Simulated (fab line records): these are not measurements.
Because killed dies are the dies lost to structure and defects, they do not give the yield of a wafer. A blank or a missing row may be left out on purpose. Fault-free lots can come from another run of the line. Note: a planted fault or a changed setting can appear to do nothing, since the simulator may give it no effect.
The tool behind it: which one? || flow n5-finfet || 24 lots with 72 wafers sampled at 5 steps, on a route of 1938 steps

WHAT THE GAUGES READ, wafer by wafer
N5_ILD0_THK_MEAS_13.
{"lot": "L074", "measured": "day 3 17:38", "on": "film-metro-02", "thk-nm (nm)": "16.4 15.9 17.6"}
{"lot": "L075", "measured": "day 4 00:29", "on": "film-metro-01", "thk-nm (nm)": "17.9 18.2 17.7"}
{"lot": "L076", "measured": "day 4 07:13", "on": "film-metro-02", "thk-nm (nm)": "18.2 16.8 17.1"}
{"lot": "L077", "measured": "day 4 12:39", "on": "film-metro-02", "thk-nm (nm)": "15.5 17.9 17.2"}
{"lot": "L078", "measured": "day 4 18:32", "on": "film-metro-02", "thk-nm (nm)": "17.4 16.6 17.2"}
{"lot": "L079", "measured": "day 4 23:12", "on": "film-metro-01", "thk-nm (nm)": "19.2 17.2 18.4"}
{"lot": "L080", "measured": "day 5 05:23", "on": "film-metro-01", "thk-nm (nm)": "17.6 18.9 17.2"}
{"lot": "L081", "measured": "day 5 12:43", "on": "film-metro-01", "thk-nm (nm)": "17.7 18.8 18.9"}
{"lot": "L082", "measured": "day 5 19:57", "on": "film-metro-02", "thk-nm (nm)": "18.4 16.6 18.7"}
{"lot": "L083", "measured": "day 5 21:55", "on": "film-metro-01", "thk-nm (nm)": "17.5 19.4 16.6"}
{"lot": "L084", "measured": "day 6 06:16", "on": "film-metro-01", "thk-nm (nm)": "15.8 15.8 16.4"}
{"lot": "L085", "measured": "day 6 12:55", "on": "film-metro-02", "thk-nm (nm)": "18.9 18.4 17.8"}
{"lot": "L086", "measured": "day 6 18:44", "on": "film-metro-01", "thk-nm (nm)": "18.6 18.3 17.9"}
{"lot": "L087", "measured": "day 6 21:55", "on": "film-metro-02", "thk-nm (nm)": "17.5 17.6 16.2"}
{"lot": "L088", "measured": "day 7 05:10", "on": "film-metro-01", "thk-nm (nm)": "18.5 18.0 17.5"}
{"lot": "L089", "measured": "day 7 13:02", "on": "film-metro-01", "thk-nm (nm)": "19.1 17.1 17.8"}
{"lot": "L090", "measured": "day 7 14:56", "on": "film-metro-01", "thk-nm (nm)": "19.4 19.8 19.2"}
{"lot": "L091", "measured": "day 8 00:13", "on": "film-metro-01", "thk-nm (nm)": "18.5 16.9 18.9"}
{"lot": "L092", "measured": "day 8 04:34", "on": "film-metro-01", "thk-nm (nm)": "18.8 18.4 18.5"}
{"lot": "L093", "measured": "day 8 08:49", "on": "film-metro-01", "thk-nm (nm)": "18.9 17.3 18.8"}
{"lot": "L094", "measured": "day 8 22:34", "on": "film-metro-01", "thk-nm (nm)": "17.8 18.5 17.3"}
{"lot": "L095", "measured": "day 9 02:22", "on": "film-metro-01", "thk-nm (nm)": "18.0 16.7 16.6"}
{"lot": "L096", "measured": "day 9 05:10", "on": "film-metro-02", "thk-nm (nm)": "17.9 18.4 19.0"}
{"lot": "L097", "measured": "day 9 11:18", "on": "film-metro-01", "thk-nm (nm)": "17.9 18.2 19.3"}

N5_ILD0_INSPECT_06: inspects for defects (darkfield).
{"lot": "L074", "measured": "day 3 17:40", "on": "defect-inspect-02", "raw-defect-count": "62 52 40"}
{"lot": "L075", "measured": "day 4 00:30", "on": "defect-inspect-02", "raw-defect-count": "25 48 36"}
{"lot": "L076", "measured": "day 4 07:15", "on": "defect-inspect-02", "raw-defect-count": "36 29 21"}
{"lot": "L077", "measured": "day 4 12:41", "on": "defect-inspect-02", "raw-defect-count": "11 27 19"}
{"lot": "L078", "measured": "day 4 18:33", "on": "defect-inspect-01", "raw-defect-count": "46 21 31"}
{"lot": "L079", "measured": "day 4 23:14", "on": "defect-inspect-02", "raw-defect-count": "33 31 25"}
{"lot": "L080", "measured": "day 5 05:24", "on": "defect-inspect-02", "raw-defect-count": "30 10 40"}
{"lot": "L081", "measured": "day 5 12:44", "on": "defect-inspect-01", "raw-defect-count": "19 19 32"}
{"lot": "L082", "measured": "day 5 19:59", "on": "defect-inspect-02", "raw-defect-count": "50 63 37"}
{"lot": "L083", "measured": "day 5 21:57", "on": "defect-inspect-01", "raw-defect-count": "52 30 46"}
{"lot": "L084", "measured": "day 6 06:17", "on": "defect-inspect-02", "raw-defect-count": "62 32 21"}
{"lot": "L085", "measured": "day 6 12:57", "on": "defect-inspect-02", "raw-defect-count": "58 54 112"}
{"lot": "L086", "measured": "day 6 18:46", "on": "defect-inspect-02", "raw-defect-count": "48 52 43"}
{"lot": "L087", "measured": "day 6 21:56", "on": "defect-inspect-01", "raw-defect-count": "41 35 26"}
{"lot": "L088", "measured": "day 7 05:12", "on": "defect-inspect-01", "raw-defect-count": "20 36 30"}
{"lot": "L089", "measured": "day 7 13:04", "on": "defect-inspect-02", "raw-defect-count": "45 41 72"}
{"lot": "L090", "measured": "day 7 14:58", "on": "defect-inspect-02", "raw-defect-count": "66 71 49"}
{"lot": "L091", "measured": "day 8 00:15", "on": "defect-inspect-01", "raw-defect-count": "22 31 20"}
{"lot": "L092", "measured": "day 8 04:35", "on": "defect-inspect-01", "raw-defect-count": "47 46 19"}
{"lot": "L093", "measured": "day 8 08:50", "on": "defect-inspect-02", "raw-defect-count": "72 54 24"}
{"lot": "L094", "measured": "day 8 22:35", "on": "defect-inspect-02", "raw-defect-count": "20 32 18"}
{"lot": "L095", "measured": "day 9 02:23", "on": "defect-inspect-02", "raw-defect-count": "48 42 56"}
{"lot": "L096", "measured": "day 9 05:12", "on": "defect-inspect-02", "raw-defect-count": "31 19 23"}
{"lot": "L097", "measured": "day 9 11:19", "on": "defect-inspect-02", "raw-defect-count": "32 39 32"}

WHAT TOOL EACH LOT RAN ON (gives the tool, then ch and the chambers of the sampled wafers, and finally the start)
{"lot": "L074", "N5_SD_EPI_P_ETCH_37": "rie-diel-03 ch 1,2, day 3 06:10", "N5_SD_EPI_P_ETCH_16": "rie-diel-03 ch 1,2, day 3 06:41", "N5_ILD0_ALD_15": "ald-sin-02 ch 1,2, day 3 15:08"}
{"lot": "L075", "N5_SD_EPI_P_ETCH_37": "rie-diel-03 ch 0,3, day 3 12:09", "N5_SD_EPI_P_ETCH_16": "rie-diel-03 ch 0,3, day 3 12:40", "N5_ILD0_ALD_15": "ald-sin-02 ch 1,2, day 3 21:59"}
{"lot": "L076", "N5_SD_EPI_P_ETCH_37": "rie-diel-02 ch 1,3, day 3 20:25", "N5_SD_EPI_P_ETCH_16": "rie-diel-02 ch 1,3, day 3 20:56", "N5_ILD0_ALD_15": "ald-sin-04 ch 0,1,3, day 4 04:44"}
{"lot": "L077", "N5_SD_EPI_P_ETCH_37": "rie-diel-03 ch 0,1, day 4 00:57", "N5_SD_EPI_P_ETCH_16": "rie-diel-03 ch 0,1, day 4 01:28", "N5_ILD0_ALD_15": "ald-sin-03 ch 0,1,3, day 4 10:10"}
{"lot": "L078", "N5_SD_EPI_P_ETCH_37": "rie-diel-03 ch 0,1, day 4 07:26", "N5_SD_EPI_P_ETCH_16": "rie-diel-03 ch 0,1, day 4 07:58", "N5_ILD0_ALD_15": "ald-sin-03 ch 0,1,3, day 4 16:02"}
{"lot": "L079", "N5_SD_EPI_P_ETCH_37": "rie-diel-03 ch 0,2,3, day 4 12:25", "N5_SD_EPI_P_ETCH_16": "rie-diel-03 ch 0,2,3, day 4 12:56", "N5_ILD0_ALD_15": "ald-sin-03 ch 0,1,2, day 4 20:42"}
{"lot": "L080", "N5_SD_EPI_P_ETCH_37": "rie-diel-04 ch 1,2,3, day 4 16:29", "N5_SD_EPI_P_ETCH_16": "rie-diel-04 ch 1,2,3, day 4 17:00", "N5_ILD0_ALD_15": "ald-sin-03 ch 0,1,3, day 5 02:53"}
{"lot": "L081", "N5_SD_EPI_P_ETCH_37": "rie-diel-03 ch 1,2,3, day 5 02:04", "N5_SD_EPI_P_ETCH_16": "rie-diel-03 ch 1,2,3, day 5 02:36", "N5_ILD0_ALD_15": "ald-sin-04 ch 0,2, day 5 10:13"}
{"lot": "L082", "N5_SD_EPI_P_ETCH_37": "rie-diel-03 ch 1,2, day 5 08:22", "N5_SD_EPI_P_ETCH_16": "rie-diel-03 ch 1,2, day 5 08:53", "N5_ILD0_ALD_15": "ald-sin-03 ch 0,3, day 5 17:28"}
{"lot": "L083", "N5_SD_EPI_P_ETCH_37": "rie-diel-03 ch 1,2,3, day 5 11:16", "N5_SD_EPI_P_ETCH_16": "rie-diel-03 ch 1,2,3, day 5 11:47", "N5_ILD0_ALD_15": "ald-sin-02 ch 1,2,3, day 5 19:25"}
{"lot": "L084", "N5_SD_EPI_P_ETCH_37": "rie-diel-02 ch 0,2,3, day 5 18:54", "N5_SD_EPI_P_ETCH_16": "rie-diel-02 ch 0,2,3, day 5 19:25", "N5_ILD0_ALD_15": "ald-sin-03 ch 2,3, day 6 03:46"}
{"lot": "L085", "N5_SD_EPI_P_ETCH_37": "rie-diel-02 ch 2,3, day 6 01:25", "N5_SD_EPI_P_ETCH_16": "rie-diel-02 ch 2,3, day 6 01:56", "N5_ILD0_ALD_15": "ald-sin-02 ch 2,3, day 6 10:26"}
{"lot": "L086", "N5_SD_EPI_P_ETCH_37": "rie-diel-03 ch 0,3, day 6 07:15", "N5_SD_EPI_P_ETCH_16": "rie-diel-03 ch 0,3, day 6 07:46", "N5_ILD0_ALD_15": "ald-sin-04 ch 0,1,3, day 6 16:14"}
{"lot": "L087", "N5_SD_EPI_P_ETCH_37": "rie-diel-04 ch 0,1,2, day 6 11:08", "N5_SD_EPI_P_ETCH_16": "rie-diel-04 ch 0,1,2, day 6 11:39", "N5_ILD0_ALD_15": "ald-sin-04 ch 0,1,2, day 6 19:25"}
{"lot": "L088", "N5_SD_EPI_P_ETCH_37": "rie-diel-03 ch 0,1,2, day 6 18:07", "N5_SD_EPI_P_ETCH_16": "rie-diel-03 ch 0,1,2, day 6 18:38", "N5_ILD0_ALD_15": "ald-sin-04 ch 0,2,3, day 7 02:41"}
{"lot": "L089", "N5_SD_EPI_P_ETCH_37": "rie-diel-03 ch 0,3, day 7 02:01", "N5_SD_EPI_P_ETCH_16": "rie-diel-03 ch 0,3, day 7 02:33", "N5_ILD0_ALD_15": "ald-sin-02 ch 0,1, day 7 10:32"}
{"lot": "L090", "N5_SD_EPI_P_ETCH_37": "rie-diel-04 ch 0,1, day 7 04:17", "N5_SD_EPI_P_ETCH_16": "rie-diel-04 ch 0,1, day 7 04:49", "N5_ILD0_ALD_15": "ald-sin-03 ch 0,3, day 7 12:26"}
{"lot": "L091", "N5_SD_EPI_P_ETCH_37": "rie-diel-02 ch 0,1,3, day 7 12:13", "N5_SD_EPI_P_ETCH_16": "rie-diel-02 ch 0,1,3, day 7 12:44", "N5_ILD0_ALD_15": "ald-sin-03 ch 0,1,3, day 7 21:29"}
{"lot": "L092", "N5_SD_EPI_P_ETCH_37": "rie-diel-04 ch 1,3, day 7 16:54", "N5_SD_EPI_P_ETCH_16": "rie-diel-04 ch 1,3, day 7 17:25", "N5_ILD0_ALD_15": "ald-sin-04 ch 1,2, day 8 02:02"}
{"lot": "L093", "N5_SD_EPI_P_ETCH_37": "rie-diel-03 ch 0,2, day 7 22:04", "N5_SD_EPI_P_ETCH_16": "rie-diel-03 ch 0,2, day 7 22:36", "N5_ILD0_ALD_15": "ald-sin-02 ch 1,3, day 8 06:19"}
{"lot": "L094", "N5_SD_EPI_P_ETCH_37": "rie-diel-02 ch 0,1,2, day 8 09:37", "N5_SD_EPI_P_ETCH_16": "rie-diel-02 ch 0,1,2, day 8 10:08", "N5_ILD0_ALD_15": "ald-sin-02 ch 0,2, day 8 20:04"}
{"lot": "L095", "N5_SD_EPI_P_ETCH_37": "rie-diel-03 ch 0,1,3, day 8 15:09", "N5_SD_EPI_P_ETCH_16": "rie-diel-03 ch 0,1,3, day 8 15:40", "N5_ILD0_ALD_15": "ald-sin-04 ch 1,2, day 8 23:52"}
{"lot": "L096", "N5_SD_EPI_P_ETCH_37": "rie-diel-02 ch 1,2,3, day 8 18:09", "N5_SD_EPI_P_ETCH_16": "rie-diel-02 ch 1,2,3, day 8 18:40", "N5_ILD0_ALD_15": "ald-sin-02 ch 1,2, day 9 02:41"}
{"lot": "L097", "N5_SD_EPI_P_ETCH_37": "rie-diel-03 ch 0,1,2, day 8 23:57", "N5_SD_EPI_P_ETCH_16": "rie-diel-03 ch 0,1,2, day 9 00:20", "N5_ILD0_ALD_15": "ald-sin-02 ch 2,3, day 9 08:48"}
- N5_SD_EPI_P_ETCH_37: etches SOC in N2/H2, overetch 108 nm, time 486 s.
- N5_SD_EPI_P_ETCH_16: etches SiO2 in CHF3/O2, target depth 5 nm.
- N5_ILD0_ALD_15: deposits SiNx, target thk 24 nm, pulse time 1 s, ald cycles 480.

AS READ BY THE TOOLS THEMSELVES (means over the sampled wafers that have a number; for cases with no such wafer, the mark the record gives instead)
N5_SD_EPI_P_ETCH_37.
{"lot": "L074", "tool": "rie-diel-03", "drypump-motor-current-A (A)": 5.5, "oes-product-au (a.u.)": 0.64, "rf-vpp-V (V)": 241.0, "showerhead-plenum-p-Torr (Torr)": 2.55, "throttle-valve-pct (%)": 24.15}
{"lot": "L075", "tool": "rie-diel-03", "drypump-motor-current-A (A)": 5.6, "oes-product-au (a.u.)": 0.67, "rf-vpp-V (V)": 240.5, "showerhead-plenum-p-Torr (Torr)": 2.51, "throttle-valve-pct (%)": 24.02}
{"lot": "L076", "tool": "rie-diel-02", "drypump-motor-current-A (A)": 5.8, "oes-product-au (a.u.)": 0.63, "rf-vpp-V (V)": 240.1, "showerhead-plenum-p-Torr (Torr)": 2.43, "throttle-valve-pct (%)": 23.89}
{"lot": "L077", "tool": "rie-diel-03", "drypump-motor-current-A (A)": 5.4, "oes-product-au (a.u.)": 0.66, "rf-vpp-V (V)": 239.9, "showerhead-plenum-p-Torr (Torr)": 2.50, "throttle-valve-pct (%)": 24.10}
{"lot": "L078", "tool": "rie-diel-03", "drypump-motor-current-A (A)": 5.3, "oes-product-au (a.u.)": 0.63, "rf-vpp-V (V)": 241.2, "showerhead-plenum-p-Torr (Torr)": 2.55, "throttle-valve-pct (%)": 24.01}
{"lot": "L079", "tool": "rie-diel-03", "drypump-motor-current-A (A)": 5.6, "oes-product-au (a.u.)": 0.65, "rf-vpp-V (V)": 240.9, "showerhead-plenum-p-Torr (Torr)": 2.52, "throttle-valve-pct (%)": 24.05}
{"lot": "L080", "tool": "rie-diel-04", "drypump-motor-current-A (A)": 5.8, "oes-product-au (a.u.)": 0.74, "rf-vpp-V (V)": 240.0, "showerhead-plenum-p-Torr (Torr)": 2.49, "throttle-valve-pct (%)": 23.73}
{"lot": "L081", "tool": "rie-diel-03", "drypump-motor-current-A (A)": 5.5, "oes-product-au (a.u.)": 0.63, "rf-vpp-V (V)": 241.1, "showerhead-plenum-p-Torr (Torr)": 2.58, "throttle-valve-pct (%)": 23.99}
{"lot": "L082", "tool": "rie-diel-03", "drypump-motor-current-A (A)": 5.4, "oes-product-au (a.u.)": 0.62, "rf-vpp-V (V)": 241.7, "showerhead-plenum-p-Torr (Torr)": 2.57, "throttle-valve-pct (%)": 24.06}
{"lot": "L083", "tool": "rie-diel-03", "drypump-motor-current-A (A)": 5.5, "oes-product-au (a.u.)": 0.62, "rf-vpp-V (V)": 240.7, "showerhead-plenum-p-Torr (Torr)": 2.58, "throttle-valve-pct (%)": 24.00}
{"lot": "L084", "tool": "rie-diel-02", "drypump-motor-current-A (A)": 6.1, "oes-product-au (a.u.)": 0.77, "rf-vpp-V (V)": 240.9, "showerhead-plenum-p-Torr (Torr)": 2.60, "throttle-valve-pct (%)": 23.50}
{"lot": "L085", "tool": "rie-diel-02", "drypump-motor-current-A (A)": 6.0, "oes-product-au (a.u.)": 0.81, "rf-vpp-V (V)": 242.4, "showerhead-plenum-p-Torr (Torr)": 2.62, "throttle-valve-pct (%)": 23.45}
{"lot": "L086", "tool": "rie-diel-03", "drypump-motor-current-A (A)": 5.6, "oes-product-au (a.u.)": 0.66, "rf-vpp-V (V)": 240.8, "showerhead-plenum-p-Torr (Torr)": 2.50, "throttle-valve-pct (%)": 24.05}
{"lot": "L087", "tool": "rie-diel-04", "drypump-motor-current-A (A)": 5.6, "oes-product-au (a.u.)": 0.68, "rf-vpp-V (V)": 239.8, "showerhead-plenum-p-Torr (Torr)": 2.50, "throttle-valve-pct (%)": 23.92}
{"lot": "L088", "tool": "rie-diel-03", "drypump-motor-current-A (A)": 5.5, "oes-product-au (a.u.)": 0.63, "rf-vpp-V (V)": 240.2, "showerhead-plenum-p-Torr (Torr)": 2.51, "throttle-valve-pct (%)": 24.15}
{"lot": "L089", "tool": "rie-diel-03", "drypump-motor-current-A (A)": 5.6, "oes-product-au (a.u.)": 0.64, "rf-vpp-V (V)": 240.3, "showerhead-plenum-p-Torr (Torr)": 2.56, "throttle-valve-pct (%)": 23.91}
{"lot": "L090", "tool": "rie-diel-04", "drypump-motor-current-A (A)": 5.4, "oes-product-au (a.u.)": 0.70, "rf-vpp-V (V)": 239.6, "showerhead-plenum-p-Torr (Torr)": 2.49, "throttle-valve-pct (%)": 24.03}
{"lot": "L091", "tool": "rie-diel-02", "drypump-motor-current-A (A)": 6.1, "oes-product-au (a.u.)": 0.70, "rf-vpp-V (V)": 240.2, "showerhead-plenum-p-Torr (Torr)": 2.58, "throttle-valve-pct (%)": 23.58}
{"lot": "L092", "tool": "rie-diel-04", "drypump-motor-current-A (A)": 5.6, "oes-product-au (a.u.)": 0.75, "rf-vpp-V (V)": 239.3, "showerhead-plenum-p-Torr (Torr)": 2.47, "throttle-valve-pct (%)": 23.85}
{"lot": "L093", "tool": "rie-diel-03", "drypump-motor-current-A (A)": 5.6, "oes-product-au (a.u.)": 0.64, "rf-vpp-V (V)": 239.7, "showerhead-plenum-p-Torr (Torr)": 2.48, "throttle-valve-pct (%)": 24.29}
{"lot": "L094", "tool": "rie-diel-02", "drypump-motor-current-A (A)": 6.3, "oes-product-au (a.u.)": 0.69, "rf-vpp-V (V)": 241.5, "showerhead-plenum-p-Torr (Torr)": 2.54, "throttle-valve-pct (%)": 23.55}
{"lot": "L095", "tool": "rie-diel-03", "drypump-motor-current-A (A)": 5.5, "oes-product-au (a.u.)": 0.71, "rf-vpp-V (V)": 241.0, "showerhead-plenum-p-Torr (Torr)": 2.54, "throttle-valve-pct (%)": 23.90}
{"lot": "L096", "tool": "rie-diel-02", "drypump-motor-current-A (A)": 6.1, "oes-product-au (a.u.)": 0.73, "rf-vpp-V (V)": 241.6, "showerhead-plenum-p-Torr (Torr)": 2.59, "throttle-valve-pct (%)": 23.55}
{"lot": "L097", "tool": "rie-diel-03", "drypump-motor-current-A (A)": 5.5, "oes-product-au (a.u.)": 0.70, "rf-vpp-V (V)": 240.0, "showerhead-plenum-p-Torr (Torr)": 2.51, "throttle-valve-pct (%)": 24.08}

N5_SD_EPI_P_ETCH_16.
{"lot": "L074", "tool": "rie-diel-03", "drypump-motor-current-A (A)": 5.5, "oes-product-au (a.u.)": 0.71, "rf-vpp-V (V)": 527, "showerhead-plenum-p-Torr (Torr)": 2.43, "throttle-valve-pct (%)": 19.27}
{"lot": "L075", "tool": "rie-diel-03", "drypump-motor-current-A (A)": 5.5, "oes-product-au (a.u.)": 0.74, "rf-vpp-V (V)": 518, "showerhead-plenum-p-Torr (Torr)": 2.38, "throttle-valve-pct (%)": 19.11}
{"lot": "L076", "tool": "rie-diel-02", "drypump-motor-current-A (A)": 5.8, "oes-product-au (a.u.)": 0.70, "rf-vpp-V (V)": 516, "showerhead-plenum-p-Torr (Torr)": 2.32, "throttle-valve-pct (%)": 18.98}
{"lot": "L077", "tool": "rie-diel-03", "drypump-motor-current-A (A)": 5.4, "oes-product-au (a.u.)": 0.73, "rf-vpp-V (V)": 516, "showerhead-plenum-p-Torr (Torr)": 2.38, "throttle-valve-pct (%)": 19.18}
{"lot": "L078", "tool": "rie-diel-03", "drypump-motor-current-A (A)": 5.3, "oes-product-au (a.u.)": 0.70, "rf-vpp-V (V)": 516, "showerhead-plenum-p-Torr (Torr)": 2.43, "throttle-valve-pct (%)": 19.21}
{"lot": "L079", "tool": "rie-diel-03", "drypump-motor-current-A (A)": 5.6, "oes-product-au (a.u.)": 0.72, "rf-vpp-V (V)": 524, "showerhead-plenum-p-Torr (Torr)": 2.40, "throttle-valve-pct (%)": 19.18}
{"lot": "L080", "tool": "rie-diel-04", "drypump-motor-current-A (A)": 5.8, "oes-product-au (a.u.)": 0.83, "rf-vpp-V (V)": 518, "showerhead-plenum-p-Torr (Torr)": 2.37, "throttle-valve-pct (%)": 18.78}
{"lot": "L081", "tool": "rie-diel-03", "drypump-motor-current-A (A)": 5.5, "oes-product-au (a.u.)": 0.69, "rf-vpp-V (V)": 522, "showerhead-plenum-p-Torr (Torr)": 2.45, "throttle-valve-pct (%)": 19.20}
{"lot": "L082", "tool": "rie-diel-03", "drypump-motor-current-A (A)": 5.4, "oes-product-au (a.u.)": 0.68, "rf-vpp-V (V)": 520, "showerhead-plenum-p-Torr (Torr)": 2.45, "throttle-valve-pct (%)": 19.28}
{"lot": "L083", "tool": "rie-diel-03", "drypump-motor-current-A (A)": 5.5, "oes-product-au (a.u.)": 0.68, "rf-vpp-V (V)": 523, "showerhead-plenum-p-Torr (Torr)": 2.45, "throttle-valve-pct (%)": 19.20}
{"lot": "L084", "tool": "rie-diel-02", "drypump-motor-current-A (A)": 6.0, "oes-product-au (a.u.)": 0.86, "rf-vpp-V (V)": 522, "showerhead-plenum-p-Torr (Torr)": 2.46, "throttle-valve-pct (%)": 18.65}
{"lot": "L085", "tool": "rie-diel-02", "drypump-motor-current-A (A)": 6.0, "oes-product-au (a.u.)": 0.91, "rf-vpp-V (V)": 521, "showerhead-plenum-p-Torr (Torr)": 2.48, "throttle-valve-pct (%)": 18.59}
{"lot": "L086", "tool": "rie-diel-03", "drypump-motor-current-A (A)": 5.6, "oes-product-au (a.u.)": 0.73, "rf-vpp-V (V)": 518, "showerhead-plenum-p-Torr (Torr)": 2.37, "throttle-valve-pct (%)": 19.13}
{"lot": "L087", "tool": "rie-diel-04", "drypump-motor-current-A (A)": 5.6, "oes-product-au (a.u.)": 0.75, "rf-vpp-V (V)": 520, "showerhead-plenum-p-Torr (Torr)": 2.37, "throttle-valve-pct (%)": 18.86}
{"lot": "L088", "tool": "rie-diel-03", "drypump-motor-current-A (A)": 5.5, "oes-product-au (a.u.)": 0.71, "rf-vpp-V (V)": 521, "showerhead-plenum-p-Torr (Torr)": 2.40, "throttle-valve-pct (%)": 19.26}
{"lot": "L089", "tool": "rie-diel-03", "drypump-motor-current-A (A)": 5.6, "oes-product-au (a.u.)": 0.70, "rf-vpp-V (V)": 517, "showerhead-plenum-p-Torr (Torr)": 2.42, "throttle-valve-pct (%)": 19.12}
{"lot": "L090", "tool": "rie-diel-04", "drypump-motor-current-A (A)": 5.4, "oes-product-au (a.u.)": 0.79, "rf-vpp-V (V)": 510, "showerhead-plenum-p-Torr (Torr)": 2.36, "throttle-valve-pct (%)": 18.95}
{"lot": "L091", "tool": "rie-diel-02", "drypump-motor-current-A (A)": 6.1, "oes-product-au (a.u.)": 0.78, "rf-vpp-V (V)": 523, "showerhead-plenum-p-Torr (Torr)": 2.44, "throttle-valve-pct (%)": 18.74}
{"lot": "L092", "tool": "rie-diel-04", "drypump-motor-current-A (A)": 5.6, "oes-product-au (a.u.)": 0.85, "rf-vpp-V (V)": 509, "showerhead-plenum-p-Torr (Torr)": 2.35, "throttle-valve-pct (%)": 18.91}
{"lot": "L093", "tool": "rie-diel-03", "drypump-motor-current-A (A)": 5.6, "oes-product-au (a.u.)": 0.70, "rf-vpp-V (V)": 528, "showerhead-plenum-p-Torr (Torr)": 2.36, "throttle-valve-pct (%)": 19.30}
{"lot": "L094", "tool": "rie-diel-02", "drypump-motor-current-A (A)": 6.3, "oes-product-au (a.u.)": 0.77, "rf-vpp-V (V)": 524, "showerhead-plenum-p-Torr (Torr)": 2.40, "throttle-valve-pct (%)": 18.71}
{"lot": "L095", "tool": "rie-diel-03", "drypump-motor-current-A (A)": 5.5, "oes-product-au (a.u.)": 0.79, "rf-vpp-V (V)": 517, "showerhead-plenum-p-Torr (Torr)": 2.41, "throttle-valve-pct (%)": 19.06}
{"lot": "L096", "tool": "rie-diel-02", "drypump-motor-current-A (A)": 6.1, "oes-product-au (a.u.)": 0.81, "rf-vpp-V (V)": 522, "showerhead-plenum-p-Torr (Torr)": 2.46, "throttle-valve-pct (%)": 18.68}
{"lot": "L097", "tool": "rie-diel-03", "drypump-motor-current-A (A)": 5.4, "oes-product-au (a.u.)": 0.79, "rf-vpp-V (V)": 521, "showerhead-plenum-p-Torr (Torr)": 2.39, "throttle-valve-pct (%)": 19.17}

N5_ILD0_ALD_15.
{"lot": "L074", "tool": "ald-sin-02", "heater-power-outer-w (W)": 498, "heater-power-w (W)": 843, "precursor-pulse-height-rel": 0.997}
{"lot": "L075", "tool": "ald-sin-02", "heater-power-outer-w (W)": 456, "heater-power-w (W)": 753, "precursor-pulse-height-rel": 0.991}
{"lot": "L076", "tool": "ald-sin-04", "heater-power-outer-w (W)": 547, "heater-power-w (W)": 901, "precursor-pulse-height-rel": 0.985}
{"lot": "L077", "tool": "ald-sin-03", "heater-power-outer-w (W)": 516, "heater-power-w (W)": 860, "precursor-pulse-height-rel": 0.995}
{"lot": "L078", "tool": "ald-sin-03", "heater-power-outer-w (W)": 517, "heater-power-w (W)": 863, "precursor-pulse-height-rel": 1.005}
{"lot": "L079", "tool": "ald-sin-03", "heater-power-outer-w (W)": 491, "heater-power-w (W)": 835, "precursor-pulse-height-rel": 1.002}
{"lot": "L080", "tool": "ald-sin-03", "heater-power-outer-w (W)": 522, "heater-power-w (W)": 873, "precursor-pulse-height-rel": 1.012}
{"lot": "L081", "tool": "ald-sin-04", "heater-power-outer-w (W)": 505, "heater-power-w (W)": 887, "precursor-pulse-height-rel": 0.999}
{"lot": "L082", "tool": "ald-sin-03", "heater-power-outer-w (W)": 515, "heater-power-w (W)": 831, "precursor-pulse-height-rel": 0.999}
{"lot": "L083", "tool": "ald-sin-02", "heater-power-outer-w (W)": 479, "heater-power-w (W)": 796, "precursor-pulse-height-rel": 0.996}
{"lot": "L084", "tool": "ald-sin-03", "heater-power-outer-w (W)": 538, "heater-power-w (W)": 917, "precursor-pulse-height-rel": 0.982}
{"lot": "L085", "tool": "ald-sin-02", "heater-power-outer-w (W)": 431, "heater-power-w (W)": 716, "precursor-pulse-height-rel": 1.010}
{"lot": "L086", "tool": "ald-sin-04", "heater-power-outer-w (W)": 560, "heater-power-w (W)": 893, "precursor-pulse-height-rel": 0.986}
{"lot": "L087", "tool": "ald-sin-04", "heater-power-outer-w (W)": 541, "heater-power-w (W)": 916, "precursor-pulse-height-rel": 1.009}
{"lot": "L088", "tool": "ald-sin-04", "heater-power-outer-w (W)": 541, "heater-power-w (W)": 882, "precursor-pulse-height-rel": 1.012}
{"lot": "L089", "tool": "ald-sin-02", "heater-power-outer-w (W)": 530, "heater-power-w (W)": 883, "precursor-pulse-height-rel": 1.004}
{"lot": "L090", "tool": "ald-sin-03", "heater-power-outer-w (W)": 512, "heater-power-w (W)": 839, "precursor-pulse-height-rel": 1.002}
{"lot": "L091", "tool": "ald-sin-03", "heater-power-outer-w (W)": 520, "heater-power-w (W)": 864, "precursor-pulse-height-rel": 1.010}
{"lot": "L092", "tool": "ald-sin-04", "heater-power-outer-w (W)": 569, "heater-power-w (W)": 926, "precursor-pulse-height-rel": 1.016}
{"lot": "L093", "tool": "ald-sin-02", "heater-power-outer-w (W)": 509, "heater-power-w (W)": 845, "precursor-pulse-height-rel": 1.002}
{"lot": "L094", "tool": "ald-sin-02", "heater-power-outer-w (W)": 475, "heater-power-w (W)": 753, "precursor-pulse-height-rel": 1.005}
{"lot": "L095", "tool": "ald-sin-04", "heater-power-outer-w (W)": 553, "heater-power-w (W)": 897, "precursor-pulse-height-rel": 0.983}
{"lot": "L096", "tool": "ald-sin-02", "heater-power-outer-w (W)": 460, "heater-power-w (W)": 761, "precursor-pulse-height-rel": 1.016}
{"lot": "L097", "tool": "ald-sin-02", "heater-power-outer-w (W)": 429, "heater-power-w (W)": 719, "precursor-pulse-height-rel": 0.990}

THE ANSWER, worked out from the rows above alone
Rule: what is usual is taken from the lots themselves. Put in order of their means at a reading, lots are off if they are a third of the lots or fewer, leave a main group of 4 or more, and stand apart from it by a gap of 3 or more times the standard deviation of the main group's means; of several such gaps the widest counts. If all means in a main group match to the digits the tables above print for the reading, that group is not used. Also off: a lot with no number at a reading for which 4 or more lots have one. Any other lot the step has rows for is counted as sound. The gauges are gone through in route order, then the tools' own readings, and for those a lot's mean is taken as printed above. The first step at which some lot is off is used, and at that step the reading that is off furthest; a lot without a number counts as furthest.
None of the lots is off at any reading shown; this tells nothing.

WHAT HAD BEEN PUT IN BY THE SIMULATOR
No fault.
